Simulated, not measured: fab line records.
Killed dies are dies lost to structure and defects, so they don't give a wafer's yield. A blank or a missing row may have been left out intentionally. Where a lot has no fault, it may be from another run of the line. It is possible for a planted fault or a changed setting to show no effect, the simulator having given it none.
fab line records	flow nand-harc
[record] lots = 15	wafers = 45	last-day = 24
route steps=1159 shown A_M0@1023 A_M1@1037 A_BONDPAD@1076
lots that met no fault: taken from a fault-free run of the same line
start-h: the number of hours between the record's first day and the start of the first shown wafer of the lot	wait-h: hours elapsed since this lot's preceding step	" identical to the entry in the row above	L1.1+2: a row that stands for several wafers	- either no value or no given start	* or withheld: withheld	< > ~ a bound
route shown NAME@n: a module of which the file shows steps, and the number in the route of the first	usual: average and standard deviation across the fault-free wafers	same: alike in all rows	chamber/n: place in a boat	sites: per-site readings	_std_site: the standard deviation of these	_edge_site: outer sites' mean less inner sites'	radius-mm: for every site, how far away it sits from the centre of the wafer	mask NAME#n: copy n	behind: the last tool/chamber to shape the wafer	hold: reason for holding the lot/hours on hold/outcome of the hold	device: transistor that didn't switch, given as n, p or np	end of line: the route-end tests of the same wafers	step lacking rows: just its recipe	killed: dies lost to structure and defects at the first sort, not the wafer's yield	map: a wafer's dies, x killed, . not, _ none there
set.NAME: the setting as run; set.NAME@STEP: as run at that earlier step	model.NAME: the simulator's own value behind a step, which no gauge read
one table for each step of the route and one row for each wafer, over a sample of lots
services: the hour from which a tool's chamber was out of use, counted from the record's first day as start-h (under 0 if before that day), plus the number of hours and why
[[steps]]
[step NHARC_A_M0_INSPECT_27]
[usual] raw-defect-count = 417/91
lot.wafer	tool	chamber	start-h	wait-h	raw-defect-count
L155.2	defect-inspect-02	-	410.99	0.0	548
L155.4	"	-	"	"	477
L155.5	"	-	"	"	418
L156.3	defect-inspect-02	-	411.64	0.0	351
L156.4	"	-	"	"	410
L156.6	"	-	"	"	361
L159.3	defect-inspect-02	-	423.30	0.0	388
L159.4	"	-	"	"	385
L159.5	"	-	"	"	398
L158.1	defect-inspect-01	-	432.55	0.0	346
L158.2	"	-	"	"	359
L158.4	"	-	"	"	290
L161.3	defect-inspect-01	-	437.11	0.0	379
L161.4	"	-	"	"	367
L161.5	"	-	"	"	289
L162.2	defect-inspect-01	-	438.47	0.0	362
L162.3	"	-	"	"	282
L162.6	"	-	"	"	277
L160.1	defect-inspect-01	-	441.85	0.1	487
L160.5	"	-	"	"	476
L160.6	"	-	"	"	482
L165.1	defect-inspect-01	-	463.67	0.0	347
L165.3	"	-	"	"	437
L165.6	"	-	"	"	330
L167.2	defect-inspect-02	-	470.38	0.0	541
L167.4	"	-	"	"	449
L167.6	"	-	"	"	521
L168.2	defect-inspect-02	-	478.09	0.0	477
L168.5	"	-	"	"	446
L168.6	"	-	"	"	318
L169.1	defect-inspect-01	-	478.92	0.0	475
L169.4	"	-	"	"	325
L169.5	"	-	"	"	380
L170.1	defect-inspect-01	-	496.47	0.0	449
L170.2	"	-	"	"	339
L170.4	"	-	"	"	314
L172.1	defect-inspect-02	-	510.33	0.0	357
L172.2	"	-	"	"	482
L172.5	"	-	"	"	415
L175.1	defect-inspect-02	-	523.79	0.0	345
L175.5	"	-	"	"	450
L175.6	"	-	"	"	498
L177.2	defect-inspect-01	-	525.04	0.0	430
L177.4	"	-	"	"	440
L177.6	"	-	"	"	414
[step NHARC_A_M1_OVL_MEAS_10]
[recipe] pitch-nm = 240
[usual] overlay-x-nm = -0.1/0.81	overlay-y-nm = 0.1/0.71
lot.wafer	tool	chamber	start-h	wait-h	overlay-x-nm	overlay-y-nm
L155.2	overlay-01	-	412.47	-	-1.0	-0.5
L155.4	"	-	"	"	-0.4	0.1
L155.5	"	-	"	"	-1.2	-0.3
L156.3	overlay-01	-	413.12	-	-0.1	-0.2
L156.4	"	-	"	"	-0.2	0.0
L156.6	"	-	"	"	0.1	0.2
L159.3	overlay-01	-	424.76	-	1.0	0.5
L159.4	"	-	"	"	0.9	0.8
L159.5	"	-	"	"	1.4	1.1
L158.1	overlay-01	-	433.93	-	0.8	0.6
L158.2	"	-	"	"	0.8	1.0
L158.4	"	-	"	"	0.9	0.3
L161.3	overlay-01	-	438.72	-	-1.0	-0.4
L161.4	"	-	"	"	-1.5	-0.5
L161.5	"	-	"	"	-1.4	0.1
L162.2	overlay-01	-	439.93	-	-0.2	1.7
L162.3	"	-	"	"	-0.2	1.4
L162.6	"	-	"	"	-0.2	1.8
L160.1	overlay-02	-	443.26	-	-0.5	0.4
L160.5	"	-	"	"	-0.4	0.1
L160.6	"	-	"	"	-0.9	0.8
L165.1	overlay-01	-	465.01	-	0.0	-0.6
L165.3	"	-	"	"	0.1	0.5
L165.6	"	-	"	"	-0.1	0.1
L167.2	overlay-02	-	472.44	-	-0.6	-0.3
L167.4	"	-	"	"	-0.2	0.4
L167.6	"	-	"	"	0.0	0.3
L168.2	overlay-02	-	479.57	-	2.1	0.7
L168.5	"	-	"	"	1.6	0.3
L168.6	"	-	"	"	1.8	0.6
L169.1	overlay-02	-	480.39	-	-0.9	-0.4
L169.4	"	-	"	"	-1.2	-1.0
L169.5	"	-	"	"	-0.5	-1.2
L170.1	overlay-01	-	497.87	-	-1.0	-1.5
L170.2	"	-	"	"	-0.8	-1.3
L170.4	"	-	"	"	-0.5	-1.7
L172.1	overlay-01	-	511.79	-	-0.3	0.3
L172.2	"	-	"	"	-1.0	0.1
L172.5	"	-	"	"	-0.3	-0.7
L175.1	overlay-02	-	525.26	-	1.0	0.4
L175.5	"	-	"	"	0.4	0.7
L175.6	"	-	"	"	0.4	0.4
L177.2	overlay-01	-	527.30	-	-1.0	1.1
L177.4	"	-	"	"	-1.3	0.9
L177.6	"	-	"	"	-1.6	0.7
[step NHARC_A_M1_CD_MEAS_16]
[usual] cd-nm = 119.7/0.66
lot.wafer	tool	chamber	start-h	wait-h	cd-nm
L155.2	cd-sem-01	-	412.88	-	120.5
L155.4	"	-	"	"	120.1
L155.5	"	-	"	"	120.1
L156.3	cd-sem-03	-	413.53	-	120.4
L156.4	"	-	"	"	120.7
L156.6	"	-	"	"	120.2
L159.3	cd-sem-02	-	425.18	-	119.8
L159.4	"	-	"	"	119.2
L159.5	"	-	"	"	119.5
L158.1	cd-sem-01	-	434.33	-	121.2
L158.2	"	-	"	"	120.6
L158.4	"	-	"	"	120.1
L161.3	cd-sem-03	-	439.13	-	120.4
L161.4	"	-	"	"	121.0
L161.5	"	-	"	"	120.8
L162.2	cd-sem-03	-	440.34	-	119.2
L162.3	"	-	"	"	120.0
L162.6	"	-	"	"	119.1
L160.1	cd-sem-02	-	443.66	-	119.8
L160.5	"	-	"	"	118.7
L160.6	"	-	"	"	119.0
L165.1	cd-sem-02	-	465.42	-	120.0
L165.3	"	-	"	"	120.1
L165.6	"	-	"	"	119.9
L167.2	cd-sem-03	-	472.85	-	118.7
L167.4	"	-	"	"	119.5
L167.6	"	-	"	"	119.0
L168.2	cd-sem-01	-	479.98	-	120.8
L168.5	"	-	"	"	120.0
L168.6	"	-	"	"	120.0
L169.1	cd-sem-02	-	480.79	-	119.7
L169.4	"	-	"	"	119.7
L169.5	"	-	"	"	119.7
L170.1	cd-sem-01	-	498.27	-	119.6
L170.2	"	-	"	"	119.0
L170.4	"	-	"	"	120.9
L172.1	cd-sem-01	-	512.19	-	117.9
L172.2	"	-	"	"	118.8
L172.5	"	-	"	"	118.4
L175.1	cd-sem-03	-	525.66	-	119.6
L175.5	"	-	"	"	119.2
L175.6	"	-	"	"	119.8
L177.2	cd-sem-02	-	527.71	-	120.0
L177.4	"	-	"	"	120.4
L177.6	"	-	"	"	119.2
[step NHARC_A_BONDPAD_ETCH_34]
[recipe] target-depth-a = 600	overetch-a = 180	time-s = 65.91	ion-energy-ev = 200	n2-flow-sccm = 150	h2-flow-sccm = 150	ar-flow-sccm = 0	rf-w = 400	bias-w = 150	chemistry = N2/H2
[usual] bias-w = 150.0/0.45	drypump-motor-current-A = 6.00/0.3	oes-product-au = 1.001/0.007	rf-vpp-V = 430.1/2.9	run-length-s = 87.1/0.4	showerhead-plenum-p-Torr = 2.03/0.096	throttle-valve-pct = 14.171/0.0096
lot.wafer	tool	chamber	start-h	wait-h	bias-w	drypump-motor-current-A	oes-product-au	rf-hours-counter-h	rf-vpp-V	run-length-s	showerhead-plenum-p-Torr	throttle-valve-pct
L155.4	rie-diel-04	3	417.27	0.1	150.4	5.83	1.001	4	434.0	87.5	2.17	14.169
L155.2	"	0	"	"	149.6	6.24	0.998	5	425.9	87.0	1.90	14.173
L155.5	"	3	"	"	150.0	5.83	1.002	-	435.2	88.0	2.17	14.185
L156.4	rie-diel-04	2	418.32	0.1	149.6	6.24	0.998	5	431.3	86.5	2.02	14.183
L156.3	"	0	"	"	150.9	6.27	0.996	5	426.2	87.3	1.90	14.178
L156.6	"	3	"	"	149.9	5.85	1.000	-	434.0	87.6	2.17	14.185
L159.4	rie-diel-04	0	429.78	0.1	150.4	6.23	0.998	5	426.6	87.5	1.90	14.178
L159.3	"	2	"	"	150.6	6.24	0.993	6	429.8	86.7	2.02	14.168
L159.5	"	1	"	"	149.4	5.66	0.994	-	430.2	87.5	2.03	14.180
L158.4	rie-diel-08	0	438.88	0.1	149.6	5.96	0.999	44	432.1	87.2	2.10	14.168
L158.1	"	2	"	"	150.1	5.72	1.010	48	425.2	87.2	1.88	14.149
L158.2	"	3	"	"	149.3	4.84	0.995	45	427.1	87.5	1.91	14.176
L161.4	rie-diel-04	2	443.83	0.1	150.1	6.25	1.007	6	429.5	86.8	2.02	14.163
L161.3	"	0	"	"	150.4	6.23	0.993	6	425.6	87.0	1.90	14.156
L161.5	"	3	"	"	150.0	5.80	0.993	-	434.5	87.5	2.17	14.169
L162.2	rie-diel-03	3	444.88	0.1	149.7	6.52	1.005	9	429.7	87.2	2.01	14.182
L162.3	"	2	"	"	149.9	6.17	0.999	10	425.6	86.7	1.90	14.175
L162.6	"	0	"	"	149.6	6.01	0.999	-	429.7	87.1	2.02	14.154
L160.1	rie-diel-04	1	448.38	0.1	150.3	5.63	1.006	6	430.5	87.5	2.03	14.180
L160.6	"	2	"	"	150.7	6.23	1.007	-	430.0	87.1	2.02	14.170
L160.5	"	3	"	"	149.7	5.84	0.997	-	432.6	87.8	2.17	14.173
L165.1	rie-diel-03	2	470.27	0.2	150.2	6.21	1.008	16	425.8	86.7	1.89	14.176
L165.3	"	3	"	"	150.3	6.54	1.008	16	429.4	87.0	2.01	14.177
L165.6	"	3	"	"	150.3	6.55	0.997	-	428.9	87.0	2.01	14.177
L167.2	rie-diel-04	0	477.47	0.1	-	6.23	1.015	0	426.2	64.2	1.90	14.180
L167.4	"	3	"	"	149.9	5.86	1.002	0	435.1	87.3	2.17	14.177
L167.6	"	1	"	"	150.2	5.65	1.008	-	431.4	87.5	2.03	14.169
L168.2	rie-diel-03	2	484.78	0.1	150.3	6.18	1.013	17	425.2	86.3	1.89	14.166
L168.5	"	3	"	"	149.8	6.55	1.000	-	427.4	87.4	2.01	14.162
L168.6	"	0	"	"	150.3	6.02	0.999	-	430.1	87.1	2.01	14.179
L169.1	rie-diel-04	0	485.33	0.1	-	6.23	1.002	0	426.2	64.3	1.90	14.176
L169.4	"	2	"	"	150.0	6.22	0.996	0	429.2	86.5	2.02	14.175
L169.5	"	0	"	"	-	6.25	1.000	-	425.3	64.1	1.90	14.189
L170.2	rie-diel-04	2	502.87	0.1	150.8	6.26	1.003	1	430.1	86.6	2.02	14.162
L170.4	"	3	"	"	150.1	5.83	1.003	1	434.4	87.4	2.17	14.168
L170.1	"	0	"	"	-	6.26	1.003	1	424.5	64.1	1.90	14.170
L172.1	rie-diel-03	1	516.79	0.1	150.2	5.72	0.995	24	433.4	86.7	2.13	14.164
L172.2	"	2	"	"	150.1	6.19	1.010	22	426.9	86.2	1.89	14.173
L172.5	"	2	"	"	150.7	6.19	0.991	-	425.8	86.1	1.89	14.183
L175.1	rie-diel-03	3	530.21	0.1	149.6	6.55	0.989	22	430.5	87.4	2.01	14.157
L175.5	"	1	"	"	148.7	5.68	1.003	-	430.9	86.8	2.13	14.154
L175.6	"	2	"	"	150.3	6.18	1.006	-	424.9	86.2	1.89	14.166
L177.2	rie-diel-08	1	532.14	0.1	149.5	5.75	1.025	19	429.1	86.8	2.00	14.165
L177.4	"	3	"	"	150.4	4.84	1.004	17	425.5	87.2	1.90	14.183
L177.6	"	0	"	"	149.7	5.96	1.000	-	429.6	86.9	2.09	14.178
[[services]]
tool	chamber	start-h	hours	kind
rie-diel-04	0	395.96	-	clean
rie-diel-04	1	395.96	-	clean
rie-diel-04	2	395.96	-	clean
rie-diel-04	3	395.96	-	clean
rie-diel-04	0	420.46	-	clean
rie-diel-04	1	420.46	-	clean
rie-diel-04	2	420.46	-	clean
rie-diel-04	3	420.46	-	clean
rie-diel-04	0	444.96	-	clean
rie-diel-04	1	444.96	-	clean
rie-diel-04	2	444.96	-	clean
rie-diel-04	3	444.96	-	clean
rie-diel-04	2	453.98	6.0	repair
rie-diel-04	-	465.95	9.0	pm
rie-diel-04	0	465.95	9.0	vent-cycle
rie-diel-04	1	465.95	9.0	vent-cycle
rie-diel-04	2	465.95	9.0	vent-cycle
rie-diel-04	3	465.95	9.0	vent-cycle
rie-diel-04	0	474.95	-	clean
rie-diel-04	1	474.95	-	clean
rie-diel-04	2	474.95	-	clean
rie-diel-08	-	478.98	9.0	pm
rie-diel-03	2	479.61	3.9	repair
rie-diel-03	3	500.62	17.4	repair
[[key]]
[first-sign] step = NHARC_A_BONDPAD_ETCH_34	reading = run-length-s	direction = down	sigmas = 57	usual = *	struck = *
effect none on later readings
met-at NHARC_A_BONDPAD_ETCH_34
struck-lots L167,L169,L170
struck-wafers L167.2,L169.1,L169.5,L170.1
later-rows-left-out L167.2,L169.1,L169.5,L170.1
sort-left-out L167.2,L169.1,L169.5,L170.1
not-acting-at NHARC_A_M0_INSPECT_27,NHARC_A_M1_OVL_MEAS_10,NHARC_A_M1_CD_MEAS_16
onset-between 443.83 477.47
[fault] kind = process-parameter-drift	tool = rie-diel-04	chamber = 0	onset-h = 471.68	steps = NHARC_A_BONDPAD_ETCH_34	channel = time-s	offset = *	shape = step	end-h = 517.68	acts-in = *	stated = *
// sort-left-out: the simulated sort isn't trusted on such a fault, so these wafers' sort isn't shown, and their yield isn't known
// later-rows-left-out: the simulator's readings of these wafers behind a module that went badly wrong aren't trusted and aren't shown, but for the sort
